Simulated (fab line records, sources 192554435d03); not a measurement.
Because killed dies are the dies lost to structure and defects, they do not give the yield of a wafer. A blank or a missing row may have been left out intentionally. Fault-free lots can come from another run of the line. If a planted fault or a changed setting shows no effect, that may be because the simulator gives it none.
A struck lot beside a sound one :: flow n5_finfet :: 19 steps out of a route of 1938
Sound: the wafers L299.2, L299.3. Wafers L296.2, L296.3, L296.4 were the ones struck. At the end, the cause is stated.
Per side, at each step with rows, come the tool, then ch with its chambers, and then its first start. Under that, the readings that differ: sound wafers :: struck wafers :: difference of the means :: sigmas: that difference in standard deviations of wafers without a fault.
alike: words and numbers the same on both sides, and readings whose means are apart by under 2 such deviations; not compared: readings that were withheld, readings missing a value for some wafer, numbers with overlapping values and no deviation given by the record, and bounds like >300 which may hide the same value.
Wherever a step has rows on one side only, a row that says differs or no value, or a row with sigmas, the two part there. When numbers do not overlap yet have no deviation, they are printed without sigmas and do not part them. A reading missing from all wafers of one side parts the sides only when that side holds two or more wafers.

first, 8 steps without rows for these wafers: N5_BEOL_M7_CMP_52 (polishes, stops on SiCOH lowk, t overpolish 6.9 s, target thk 80 nm); N5_BEOL_M7_PRE_CLEAN_55 (time 15 s); N5_BEOL_M7_DEP_56 (deposits SiCN from 3MS/NH3, target thk 10 nm, time 17.5 s); N5_BEOL_M8_ILD_DEP_00 (deposits SiCOH lowk from DEMS/porogen, target thk 179.75 nm, time 33.4 s); N5_BEOL_M8_CURE_74 (cures SiCOH lowk, time 240 s); N5_BEOL_M8_PECVD_70 (deposits SiO2 from TEOS/O2, target thk 20 nm, time 22.7 s); N5_BEOL_M8_HM_DEP_02 (deposits TiN, target thk 20 nm); N5_BEOL_M8_COAT_59 (time 60 s, resist thk 100 nm).
N5_BEOL_M8_COAT_60: time 60 s, resist thk 35 nm.
  sound on litho_track-03 ch 0, day 16 18:20; struck on litho_track-02 ch 0, day 17 01:05
reading: spin_speed_rpm (rpm)
sound: 1498.7 1500.5
struck: 1458.5 1457.8 1459.0
difference: -41.2
sigmas: -43

reading: model.SiARC_of_BEOL_M8_COAT_60.thk_nm (nm)
sound: 35.2 35.2
struck: 35.6 35.6 35.6
difference: +0.4
sigmas: 
then, 7 steps without rows for these wafers: N5_BEOL_M8_COAT_05 (resist thk 90 nm); N5_BEOL_M8_EBR_07; N5_BEOL_M8_SOFTBAKE_06 (time 60 s); N5_BEOL_M8_EXPOSE_08 (exposes mask M8); N5_BEOL_M8_PEB_09 (peb time 60 s); N5_BEOL_M8_DEVELOP_10 (develop time 30 s); N5_BEOL_M8_DESCUM_16 (chemistry O2, time 7.9 s).
N5_BEOL_M8_ETCH_61: etches SiARC in CF4, target depth 45.5 nm, time 75.8 s.
  sound on rie_diel-05 ch 1,2, day 16 18:47; struck on rie_diel-01 ch 0,2, day 17 01:43
reading: model.CAR-ArF_of_BEOL_M8_COAT_05.thk_nm (nm)
sound: 51 51
struck: 50.4 50.2 50.2
difference: -0.7
sigmas: 

reading: model.etch.depth_nm (nm)
sound: 35.2 35.12
struck: 35.65 35.58 35.69
difference: +0.48
sigmas: 
  alike: cf4_flow_sccm, drypump_motor_current_A, etch_rf_on_time_s, oes_product_au, rf_fwd_power_W, rf_vpp_V, showerhead_plenum_p_Torr, throttle_valve_pct
  not compared: rf_hours_counter_h
N5_BEOL_M8_ETCH_62: etches SOC in N2/H2, target depth 110 nm, overetch 22 nm, time 165 s.
  sound on rie_diel-05 ch 1,2, day 16 18:50; struck on rie_diel-01 ch 0,2, day 17 01:46
  alike: drypump_motor_current_A, oes_product_au, rf_fwd_power_W, rf_vpp_V, showerhead_plenum_p_Torr, throttle_valve_pct
  not compared: rf_hours_counter_h, model.SiARC_of_BEOL_M8_COAT_60.thk_nm
then, 1 step without rows for these wafers: N5_BEOL_M8_STRIP_68 (strips in N2/H2).

WHERE THEY PART
N5_BEOL_M8_COAT_60 only, going by this record. Later steps at which nothing parts them and some readings are alike: N5_BEOL_M8_ETCH_61, N5_BEOL_M8_ETCH_62.

WHY: the cause the simulator had injected
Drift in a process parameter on litho_track-02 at N5_BEOL_M8_COAT_60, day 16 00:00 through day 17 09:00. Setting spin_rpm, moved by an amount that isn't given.
